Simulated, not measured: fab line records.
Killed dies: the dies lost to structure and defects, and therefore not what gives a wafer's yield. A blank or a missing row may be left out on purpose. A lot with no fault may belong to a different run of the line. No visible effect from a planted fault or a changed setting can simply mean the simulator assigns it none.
Chamber matching / flow nand-harc / 4 sister chambers for NHARC_P_M0_CMP_23 on cmp-04
The step polishes, t overpolish 20 s, target thk 117.54 nm. 4 wafers are shown with their chamber, then 8 later ones without.

== EACH WAFER AND ITS CHAMBER ==
wafer=L090.1; chamber=3; motor-current-A (A)=12.4
wafer=L090.2; chamber=2; motor-current-A (A)=11.3
wafer=L090.3; chamber=0; motor-current-A (A)=9.7
wafer=L091.2; chamber=1; motor-current-A (A)=9.7

== WAFERS WITHOUT THEIR CHAMBER ==
wafer=L091.4; motor-current-A (A)=11.3
wafer=L091.5; motor-current-A (A)=9.4
wafer=L094.1; motor-current-A (A)=9.5
wafer=L094.2; motor-current-A (A)=12.2
wafer=L094.4; motor-current-A (A)=9.5
wafer=L097.2; motor-current-A (A)=9.6
wafer=L097.4; motor-current-A (A)=11.2
wafer=L097.6; motor-current-A (A)=12.2

== WHICH CHAMBER EACH ONE RAN IN ==
wafer=L091.4; from the rows above=2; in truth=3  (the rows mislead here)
wafer=L091.5; from the rows above=can't be placed: 0 or 1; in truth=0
wafer=L094.1; from the rows above=can't be placed: 0 or 1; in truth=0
wafer=L094.2; from the rows above=3; in truth=3
wafer=L094.4; from the rows above=can't be placed: 0 or 1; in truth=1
wafer=L097.2; from the rows above=can't be placed: 0 or 1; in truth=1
wafer=L097.4; from the rows above=2; in truth=2
wafer=L097.6; from the rows above=3; in truth=3
3 of 8 placed correctly. These rows do not allow placing 4 (true chamber among the candidates in 4). Placed wrongly: 1.
How it was worked out, from the rows above alone: a wafer's distance from a chamber is the root of the sum, over the readings, of the square of ((its reading less the chamber's mean) divided by the reading's scatter). If the next closest chamber is less than 2 further off than the closest, the wafer can't be placed; otherwise it belongs to the closest. A chamber's mean is the mean of its shown wafers. The scatter: with one shown wafer a chamber, the root of the mean of the squares of how far each hidden wafer lies from its nearest shown one.
